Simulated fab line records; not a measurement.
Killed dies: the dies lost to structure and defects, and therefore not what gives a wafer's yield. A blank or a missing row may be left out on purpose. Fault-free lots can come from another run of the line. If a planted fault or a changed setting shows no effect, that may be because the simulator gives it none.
What tool caused it?	flow nandHarc	33 wafers from 11 lots sampled at 2 of the route's 1302 steps

WHAT THE GAUGES READ, wafer by wafer
NHARC_A_SOURCE_PLATE_THK_MEAS_06: measures by ellipsometry.
lot	measured	on	thkNm (nm)
L075	day 8 03:19	filmMetro-01	199.8 200.6 200.5
L078	day 9 08:07	filmMetro-01	201.5 200.7 203.2
L080	day 10 14:11	filmMetro-02	201.0 201.2 198.7
L082	day 11 06:44	filmMetro-02	198.6 198.1 198.8
L084	day 12 03:58	filmMetro-01	200.5 202.5 199.9
L086	day 12 17:20	filmMetro-02	200.4 200.8 200.0
L088	day 13 14:18	filmMetro-02	198.8 203.0 201.7
L091	day 14 23:03	filmMetro-01	203.2 204.6 204.7
L093	day 15 08:18	filmMetro-01	204.4 201.6 203.6
L095	day 16 04:19	filmMetro-02	201.5 202.1 201.8
L097	day 17 04:56	filmMetro-01	199.8 204.0 204.3

WHICH TOOL RAN EACH LOT (tool, then ch and the chambers of the sampled wafers, then the start)
lot	NHARC_A_ZERO_WELL_RTA_16
L075	rtpAnneal-02 ch 0, day 7 04:36
L078	rtpAnneal-01 ch 0, day 8 11:00
L080	rtpAnneal-01 ch 0, day 9 17:34
L082	rtpAnneal-01 ch 0, day 10 07:14
L084	rtpAnneal-01 ch 0, day 11 05:38
L086	rtpAnneal-01 ch 0, day 11 20:03
L088	rtpAnneal-02 ch 0, day 12 18:22
L091	rtpAnneal-01 ch 0, day 14 01:18
L093	rtpAnneal-02 ch 0, day 14 12:32
L095	rtpAnneal-01 ch 0, day 15 08:16
L097	rtpAnneal-02 ch 0, day 16 08:31
- NHARC_A_ZERO_WELL_RTA_16: time 10 s.

THE ANSWER, worked out from the rows above alone
Rule: usual is defined by the lots themselves. The widest of any qualifying gaps counts: lots, ordered by their means at a reading, are off when they make up no more than a third of the lots, leave a main group of 4 or more, and stand apart from it by 3 or more times the standard deviation of that group's means. A main group is skipped when, at the precision printed for the reading in the tables above, its means are all equal. A lot without any number at a reading at which 4 lots or more have one is off too. All remaining lots with rows at the step are treated as sound.
No lot is off at any reading shown: from this, nothing can be told.

WHAT THE SIMULATOR PUT IN
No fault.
